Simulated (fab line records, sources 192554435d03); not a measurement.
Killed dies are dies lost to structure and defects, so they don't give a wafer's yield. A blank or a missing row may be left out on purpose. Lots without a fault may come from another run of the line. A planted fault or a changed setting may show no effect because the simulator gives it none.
Split-lot experiment | flow n5_finfet | 7 lots, 21 wafers read, on a route of 1938 steps

THE SPLIT
At N5_MIM_BOT_ETCH_ETCH_04 (etches SiNx in CF4/O2, target depth 26 nm, time 13 s), the setting time_s was moved away from the recipe's 13 s on 7 of the 21 wafers read, by -9.2% to +11.9%. The other wafers ran this setting at the recipe's value.

The reading is taken at the split's own step.

THE READING
etch.depth_nm (the simulator's own value, which no gauge read), in nm, at N5_MIM_BOT_ETCH_ETCH_04 (etches SiNx in CF4/O2, target depth 26 nm, time 13 s). The file gives no usual value for it. The 14 wafers here that ran the recipe average 26.21 nm, standard deviation 0.52 nm.

wafer  | tool, chamber at the split | time_s as run, s | against the recipe | etch.depth_nm, nm | against lot-mates on the recipe
L074.1 | rie_diel-05, 1             | 13               | recipe             | 25.87             | -
L074.3 | rie_diel-05, 3             | 13               | recipe             | 27.2              | -
L074.5 | rie_diel-05, 1             | 14.55            | +11.9%             | 29.06             | +2.52
L077.3 | rie_diel-03, 2             | 13               | recipe             | 26.7              | -
L077.4 | rie_diel-03, 2             | 13               | recipe             | 26.67             | -
L077.6 | rie_diel-03, 1             | 13.94            | +7.2%              | 28.51             | +1.82
L080.2 | rie_diel-06, 3             | 13               | recipe             | 26.01             | -
L080.4 | rie_diel-06, 2             | 13               | recipe             | 25.73             | -
L080.6 | rie_diel-06, 0             | 13               | recipe             | 25.59             | -
L082.1 | rie_diel-06, 3             | 14.49            | +11.5%             | 28.79             | +2.88
L082.2 | rie_diel-06, 2             | 13               | recipe             | 25.6              | -
L082.6 | rie_diel-06, 1             | 13               | recipe             | 26.23             | -
L084.2 | rie_diel-03, 3             | 13               | recipe             | 25.97             | -
L084.4 | rie_diel-03, 1             | 13               | recipe             | 26.6              | -
L084.6 | rie_diel-03, 1             | 13               | recipe             | 26.85             | -
L091.2 | rie_diel-06, 1             | 13               | recipe             | 26.41             | -
L091.3 | rie_diel-06, 2             | 11.8             | -9.2%              | 22.9              | -3.05
L091.4 | rie_diel-06, 0             | 13               | recipe             | 25.48             | -
L094.1 | rie_diel-06, 2             | 13.73            | +5.6%              | 26.54             | no lot-mate on the recipe
L094.2 | rie_diel-06, 1             | 13.73            | +5.6%              | 27.92             | no lot-mate on the recipe
L094.3 | rie_diel-06, 0             | 13.73            | +5.6%              | 26.74             | no lot-mate on the recipe

THE FIT
A straight line over all 21 wafers: etch.depth_nm changes by +0.258 nm for each +1% of time_s; r = +0.90; the points scatter about the line by 0.6 nm.
The same after taking each lot's own level away (the mean of its wafers on the recipe; 18 wafers): +0.258 nm for each +1%; r = +0.95; scatter 0.41 nm.
On that fit, the largest move of time_s shifts the reading by 3.1 nm.
The lots' own levels span 25.777 to 26.685 nm, that is 1.8 times the standard deviation above.
So the lot-to-lot level changes the slope little: the two slopes agree.
Check: with one of the wafers moved furthest among these (+11.9%) left out of the fit, the line predicts +3.26 nm for it against its lot-mates. It came out at +2.52 nm against them.

OTHER SPLITS ON THESE WAFERS
These wafers also went through other splits before the reading. Each is held against what the fit with the lots' levels taken away leaves over:
other split on the same wafers | wafers away from the commonest value | r with etch.depth_nm (lot level and that fit taken away)
N5_BEOL_M13_ILD_DEP_00 time_s  | 6                                    | +0.35
N5_BEOL_M15_COAT_04 spin_rpm   | 8                                    | -0.34

THE FILE'S OWN FIT
etch.depth_nm changes by +0.254 nm for each +1% of time_s, r = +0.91.
